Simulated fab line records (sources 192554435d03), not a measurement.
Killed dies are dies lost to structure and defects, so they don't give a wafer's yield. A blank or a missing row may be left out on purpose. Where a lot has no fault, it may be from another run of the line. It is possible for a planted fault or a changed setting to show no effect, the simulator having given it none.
fab line records	flow n5Finfet
record lots=10	wafers=30	lastDay=17
route steps=1938 shown ZERO_LAYER@16 WELL_APT@28 BEOL_M4@1111 PASSIVATION@1936
lots with no fault: from the same line, run without faults
startH: hours from the record's first day to the start of the lot's first wafer shown	waitH: hours elapsed since this lot's preceding step	" same as the row above	L1.1+2: one row covering several wafers at once	- value missing, or start not given	* or withheld: withheld	< > ~ a bound
route shown NAME@n: a module of which the file shows steps, and the number in the route of the first	usual: average and standard deviation across the fault-free wafers	same: alike in all rows	chamber/n: place in a boat	sites: the reading at each site	_std_site: standard deviation of those values	_edge_site: the outer-site mean with the inner-site mean subtracted	radiusMm: for every site, how far away it sits from the centre of the wafer	mask NAME#n: copy n	behind: tool/chamber where the wafer was last shaped	hold: the reason the lot was held/the length of the hold in hours/how it ended	device: whichever transistor did not switch (one of n, p or np)	end of line: at the end of the route, the tests of the same wafers	step lacking rows: just its recipe	killed: dies lost to structure and defects at the first sort, not the wafer's yield	map: shows each die of a wafer: x if killed, . if not, _ if none is there
set.NAME: the setting as run; set.NAME@STEP: as run at that earlier step	model.NAME: the simulator's own value behind a step, which no gauge read
one table for each step of the route and one row for each wafer, over a sample of lots
services: a tool's chamber out of use, with start hour (startH, from the record's first day; less than 0 if before it), hours out, and reason
## steps
# step N5_ZERO_LAYER_ETCH_18
# recipe chemistry=HBr/Cl2	target=Si	targetDepthA=1200	timeS=40	pressureMtorr=10	icpW=800	biasW=75	HBr_flow_sccm=150	Cl2_flow_sccm=80
# usual biasW=75.00/0.21	drypumpMotorCurrentA=5.7/0.39	oesProductAu=1.010/0.017	throttleValvePct=36.4/0.31
lot.wafer	tool	chamber	startH	waitH	biasW	drypumpMotorCurrentA	oesProductAu	rfHoursCounterH	throttleValvePct
L269.2	rieSi-01	3	24.96	0.0	75.16	5.3	0.980	84	36.6
L269.3	"	2	"	"	74.61	4.9	1.033	158	36.5
L269.6	"	2	"	"	74.57	5.0	1.031	-	36.5
L270.1	rieSi-06	3	30.81	0.0	74.58	5.7	1.016	169	37.0
L270.2	"	2	"	"	74.84	5.6	1.007	121	35.9
L270.4	"	0	"	"	75.09	5.5	0.974	86	36.7
L272.1	rieSi-06	0	43.46	0.0	75.14	5.5	0.986	87	36.7
L272.3	"	3	"	"	75.26	5.7	1.020	169	37.0
L272.5	"	2	"	"	74.85	5.6	1.002	-	35.9
L273.2	rieSi-04	2	48.81	0.0	75.03	5.1	1.031	7	36.2
L273.3	"	0	"	"	75.05	5.9	1.031	116	36.4
L273.4	"	3	"	"	75.06	6.2	1.018	35	36.4
L277.1	rieSi-01	2	72.79	0.0	75.03	5.0	1.032	159	36.5
L277.2	"	0	"	"	74.83	6.1	1.003	77	36.1
L277.5	"	2	"	"	75.16	4.9	1.036	-	36.5
L278.2	rieSi-04	0	79.18	0.0	74.82	5.9	1.028	116	36.4
L278.5	"	2	"	"	74.92	5.1	1.023	-	36.2
L278.6	"	1	"	"	74.79	5.2	0.996	-	36.0
L279.1	rieSi-06	1	84.91	0.0	75.14	6.0	0.997	91	36.3
L279.2	"	2	"	"	75.11	5.6	1.008	122	35.9
L279.5	"	1	"	"	75.29	6.0	0.993	-	36.3
L285.1	rieSi-04	2	120.91	0.0	75.41	5.1	1.035	8	36.2
L285.2	"	0	"	"	74.88	5.9	1.030	117	36.4
L285.4	"	3	"	"	75.18	6.3	1.011	36	36.4
L286.1	rieSi-04	1	126.88	0.0	74.67	5.2	0.990	195	36.0
L286.3	"	0	"	"	74.92	5.9	1.021	117	36.4
L286.4	"	2	"	"	74.89	5.1	1.037	8	36.2
L288.2	rieSi-06	2	138.80	0.0	75.00	5.6	1.011	123	35.9
L288.4	"	1	"	"	75.16	6.0	1.003	92	36.3
L288.5	"	0	"	"	75.26	5.5	0.982	-	36.7
# step N5_ZERO_LAYER_INSPECT_20
# recipe inspectInstrument=darkfield	mode=postClean
# usual rawDefectCount=33/13
lot.wafer	tool	chamber	startH	waitH	rawDefectCount
L269.2	defectInspect-01	-	25.43	0.0	41
L269.3	"	-	"	"	26
L269.6	"	-	"	"	21
L270.1	defectInspect-02	-	31.28	0.0	35
L270.2	"	-	"	"	23
L270.4	"	-	"	"	31
L272.1	defectInspect-02	-	43.95	0.0	34
L272.3	"	-	"	"	48
L272.5	"	-	"	"	45
L273.2	defectInspect-01	-	49.28	0.0	22
L273.3	"	-	"	"	29
L273.4	"	-	"	"	12
L277.1	defectInspect-02	-	73.26	0.0	50
L277.2	"	-	"	"	36
L277.5	"	-	"	"	36
L278.2	defectInspect-02	-	79.64	0.0	47
L278.5	"	-	"	"	24
L278.6	"	-	"	"	20
L279.1	defectInspect-01	-	85.38	0.0	35
L279.2	"	-	"	"	38
L279.5	"	-	"	"	17
L285.1	defectInspect-01	-	121.38	0.0	41
L285.2	"	-	"	"	26
L285.4	"	-	"	"	31
L286.1	defectInspect-02	-	127.34	0.0	28
L286.3	"	-	"	"	33
L286.4	"	-	"	"	35
L288.2	defectInspect-01	-	139.26	0.0	20
L288.4	"	-	"	"	42
L288.5	"	-	"	"	19
# step N5_WELL_APT_CD_MEAS_08
# recipe targetCdNm=200	landingEnergyEv=500	detector=seInlens
# usual cdNm=199.3/1.9
lot.wafer	tool	chamber	startH	waitH	cdNm
L269.2	cdSem-02	0	25.86	-	201.2
L269.3	"	0	"	"	199.0
L269.6	"	0	"	"	198.8
L270.1	cdSem-03	0	31.58	-	203.5
L270.2	"	0	"	"	201.4
L270.4	"	0	"	"	203.3
L272.1	cdSem-02	0	44.26	-	198.8
L272.3	"	0	"	"	200.3
L272.5	"	0	"	"	198.9
L273.2	cdSem-03	0	49.71	-	200.6
L273.3	"	0	"	"	198.2
L273.4	"	0	"	"	194.3
L277.1	cdSem-02	0	73.69	-	197.5
L277.2	"	0	"	"	197.7
L277.5	"	0	"	"	196.6
L278.2	cdSem-01	0	80.07	-	198.5
L278.5	"	0	"	"	199.2
L278.6	"	0	"	"	201.9
L279.1	cdSem-01	0	85.81	-	199.5
L279.2	"	0	"	"	200.3
L279.5	"	0	"	"	201.2
L285.1	cdSem-01	0	121.68	-	199.0
L285.2	"	0	"	"	198.6
L285.4	"	0	"	"	201.2
L286.1	cdSem-02	0	127.65	-	200.4
L286.3	"	0	"	"	199.7
L286.4	"	0	"	"	200.5
L288.2	cdSem-03	0	139.57	-	201.4
L288.4	"	0	"	"	200.1
L288.5	"	0	"	"	201.1
# step N5_WELL_APT_IMPLANT_31
# recipe species=B	energyKev=60	doseCm2=1.5e+13	tiltDeg=0	rotationDeg=0
# usual doseIonsCm2=1.5003e+13/1.7e+10	faradayCurrentUA=190/3.7	tiltDeg=-0.003/0.019
lot.wafer	tool	chamber	startH	waitH	doseIonsCm2	faradayCurrentUA	tiltDeg
L269.2	implanter-02	0	27.20	0.1	1.5013e+13	197	-0.034
L269.3	"	0	"	"	1.5004e+13	187	0.013
L269.6	"	0	"	"	1.4998e+13	191	-0.007
L270.1	implanter-01	0	33.06	0.1	1.5037e+13	197	-0.018
L270.2	"	0	"	"	1.5039e+13	192	-0.010
L270.4	"	0	"	"	1.501e+13	192	0.004
L272.1	implanter-02	0	45.61	0.1	1.5007e+13	192	-0.011
L272.3	"	0	"	"	1.5016e+13	188	-0.005
L272.5	"	0	"	"	1.5009e+13	192	0.001
L273.2	implanter-01	0	51.54	0.1	1.5012e+13	188	-0.017
L273.3	"	0	"	"	1.5003e+13	188	0.011
L273.4	"	0	"	"	1.4986e+13	190	-0.015
L277.1	implanter-02	0	75.15	0.1	1.5001e+13	191	0.021
L277.2	"	0	"	"	1.5005e+13	195	0.020
L277.5	"	0	"	"	1.4994e+13	186	-0.018
L278.2	implanter-02	0	81.79	0.1	8.141e+12	103	-0.027
L278.5	"	0	"	"	8.123e+12	103	-0.023
L278.6	"	0	"	"	8.169e+12	103	-0.035
L279.1	implanter-02	0	87.24	0.1	8.131e+12	102	-0.012
L279.2	"	0	"	"	8.14e+12	103	-0.011
L279.5	"	0	"	"	8.144e+12	99	0.013
L285.1	implanter-01	0	122.99	0.1	1.4968e+13	197	-0.013
L285.2	"	0	"	"	1.5003e+13	190	-0.028
L285.4	"	0	"	"	1.4951e+13	192	0.011
L286.1	implanter-01	0	128.96	0.1	1.5012e+13	189	-0.010
L286.3	"	0	"	"	1.4994e+13	193	0.015
L286.4	"	0	"	"	1.5016e+13	193	0.007
L288.2	implanter-01	0	141.16	0.1	1.4993e+13	196	-0.030
L288.4	"	0	"	"	1.5001e+13	186	0.008
L288.5	"	0	"	"	1.5015e+13	186	-0.001
# step N5_BEOL_M4_RC_MEAS_101
# usual DIBL_N=35.9/1.4	DIBL_P=35.9/1.7	IOFF_N=0.160/0.026	IOFF_P=0.21/0.036	ION_N=672/11	ION_P=461/8.1	RS_PWELL=3002/22	SS_N=71.4/0.54	SS_P=73.2/0.67	VT_N=249.3/2.7	VT_P=-250/3.9
lot.wafer	tool	chamber	startH	waitH	DIBL_N[mV/V]	DIBL_P[mV/V]	IOFF_N[nA/um]	IOFF_P[nA/um]	ION_N[uA/um]	ION_P[uA/um]	RS_PWELL[ohm/sq]	SS_N[mV/dec]	SS_P[mV/dec]	VT_N[mV]	VT_P[mV]
L269.2	prober-01	0	192.44	0.2	34.8	34.6	0.127	0.20	660	460	3018	71.4	71.7	253.8	-248
L269.3	"	0	"	"	36.4	37.3	0.172	0.26	683	474	3038	71.5	73.3	250.2	-246
L269.6	"	0	"	"	32.5	32.9	0.114	0.19	669	470	3014	70.7	72.3	250.5	-247
L270.1	prober-02	0	196.80	0.0	36.3	36.2	0.161	0.22	674	462	3008	71.1	74.1	249.6	-247
L270.2	"	0	"	"	38.0	39.1	0.208	0.28	682	465	2974	72.0	73.7	246.3	-248
L270.4	"	0	"	"	36.7	35.7	0.169	0.21	674	454	3001	71.8	73.2	250.4	-247
L273.2	prober-01	0	197.59	0.2	35.8	37.4	0.168	0.24	689	473	2991	71.4	73.3	248.0	-249
L273.3	"	0	"	"	37.2	38.3	0.183	0.24	681	463	3005	71.7	73.6	246.9	-247
L273.4	"	0	"	"	35.4	36.6	0.158	0.21	666	459	2976	70.7	73.8	249.3	-252
L272.1	prober-01	0	206.52	0.0	37.4	35.6	0.178	0.20	674	456	3004	71.8	73.3	247.8	-255
L272.3	"	0	"	"	37.1	36.0	0.178	0.21	686	458	3007	71.6	73.6	249.2	-253
L272.5	"	0	"	"	35.0	33.4	0.136	0.16	664	448	3014	71.7	72.4	253.0	-255
L277.1	prober-02	0	230.17	0.0	35.7	35.9	0.157	0.21	667	456	3003	71.3	73.0	250.1	-247
L277.2	"	0	"	"	34.4	34.8	0.137	0.20	666	463	3049	70.3	73.0	248.8	-248
L277.5	"	0	"	"	33.6	33.0	0.122	0.17	648	452	3036	71.2	71.8	253.3	-251
L278.2	prober-01	0	232.21	0.2	35.8	36.3	0.153	0.19	676	455	4273	70.7	74.0	248.6	-255
L278.5	"	0	"	"	32.5	31.9	0.105	0.14	658	448	4245	70.6	72.7	258.3	-257
L278.6	"	0	"	"	36.7	37.0	0.161	0.20	663	452	4266	71.4	74.8	250.6	-255
L279.1	prober-02	0	250.04	0.0	38.4	39.4	0.204	0.25	676	464	4260	72.0	73.9	243.7	-250
L279.2	"	0	"	"	35.8	36.3	0.159	0.20	687	466	4340	71.6	72.9	248.7	-250
L279.5	"	0	"	"	36.2	36.8	0.169	0.21	687	463	4278	71.7	72.5	245.4	-251
L285.1	prober-01	0	276.40	0.0	37.8	38.4	0.207	0.23	679	458	2965	72.8	73.4	246.9	-248
L285.2	"	0	"	"	34.7	34.8	0.137	0.18	658	456	2987	71.4	72.3	250.4	-252
L285.4	"	0	"	"	37.3	38.4	0.178	0.23	672	459	2991	72.2	74.3	245.6	-248
L286.1	prober-01	0	288.39	0.0	35.5	35.9	0.162	0.25	663	465	2978	72.1	72.7	249.5	-243
L286.3	"	0	"	"	37.5	38.4	0.193	0.28	680	472	2971	72.4	74.2	248.3	-244
L286.4	"	0	"	"	35.4	35.7	0.156	0.24	667	462	2982	71.2	72.8	249.9	-248
L288.2	prober-02	0	291.75	0.2	40.2	39.1	0.228	0.27	677	468	3005	72.5	74.4	246.0	-248
L288.4	"	0	"	"	35.4	34.9	0.132	0.19	672	462	3025	70.7	72.5	252.0	-254
L288.5	"	0	"	"	37.4	37.0	0.165	0.22	682	465	3052	71.2	73.3	247.7	-249
# step N5_PASSIVATION_PROBE_49
# usual defectLimitedYield=90.9/1.5	killed_at_M0_to_M3=35/10	killed_at_M4_up=14/5.2	killedAtContacts=13/7.3	killedAtFrontEnd=42/12	killedAtOther=3.4/2.5	killedDies=108/18	killedOpen=70/13	killedShort=35/8	sort_bin_5_function=5.4/1	sort_bin_6_memory=3.4/0.71	sortNPass=1072/18	sortYieldPct=90.9/1.5
# same grossDies=1180	killedAtBackSide=0	sort_bin_4_leakage[%]=0	sort_bin_8_speed[%]=0
lot.wafer	tool	chamber	startH	waitH	defectLimitedYield[%]	killed_at_M0_to_M3	killed_at_M4_up	killedAtContacts	killedAtFrontEnd	killedAtOther	killedDies	killedOpen	killedShort	sort_bin_5_function[%]	sort_bin_6_memory[%]	sortNPass	sortYieldPct[%]
L286.3	prober-01	-	405.80	0.1	93.6	26	11	1	34	3	75	45	27	3.8	2.5	1105	93.6
L286.4	prober-01	-	405.85	0.2	89.8	37	9	10	64	0	120	82	32	6.8	2.9	1060	89.8
# killed by level:class
L286.3 FIN_SAQP:geometricParticle:open=12 FIN_SAQP:geometricParticle:short=9 BEOL_M2:geometricParticle:open=7 BEOL_M1:geometricParticle:short=5 BEOL_M3:geometricParticle:open=5 BEOL_M4:geometricParticle:open=5 BEOL_M1:geometricParticle:open=3 STARTING-WAFER:geometricParticle:short=3
L286.4 BEOL_M3:geometricParticle:open=13 DUMMY_GATE:geometricParticle:open=11 FIN_SAQP:geometricParticle:short=10 FIN_SAQP:geometricParticle:open=10 MOL_CONTACT_COAG:geometricParticle:open=8 BEOL_M2:geometricParticle:open=7 GATE_CUT:geometricParticle:open=6 FIN_CUT:geometricParticle:open=5
## services
tool	chamber	startH	hours	kind
implanter-01	-	18.66	1.4	repair
implanter-01	-	23.77	1.9	repair
rieSi-01	1	37.98	9.0	repair
implanter-01	-	73.51	2.2	repair
rieSi-01	-	82.92	15.6	pm
implanter-01	-	120.64	1.9	repair
## key
firstSign step=N5_WELL_APT_IMPLANT_31	reading=doseIonsCm2	direction=down	sigmas=99+	usual=1.5003e+13	struck=8.141e+12
effect step=N5_WELL_APT_IMPLANT_31	reading=faradayCurrentUA	direction=down	sigmas=24	usual=190	struck=102
effect step=N5_BEOL_M4_RC_MEAS_101	reading=RS_PWELL	direction=up	sigmas=59	usual=3002	struck=4277
metAt N5_WELL_APT_IMPLANT_31
struckLots L278,L279
notActingAt N5_ZERO_LAYER_ETCH_18,N5_ZERO_LAYER_INSPECT_20,N5_WELL_APT_CD_MEAS_08
onsetBetween 75.15 81.79
fault kind=processParameterDrift	tool=implanter-02	chamber=-	onsetH=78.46	steps=N5_WELL_APT_IMPLANT_31	channel=doseCm2	offset=-6.8579e+12	shape=step	endH=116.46	actsIn=theseRecipesOnly	stated=1.5e+13
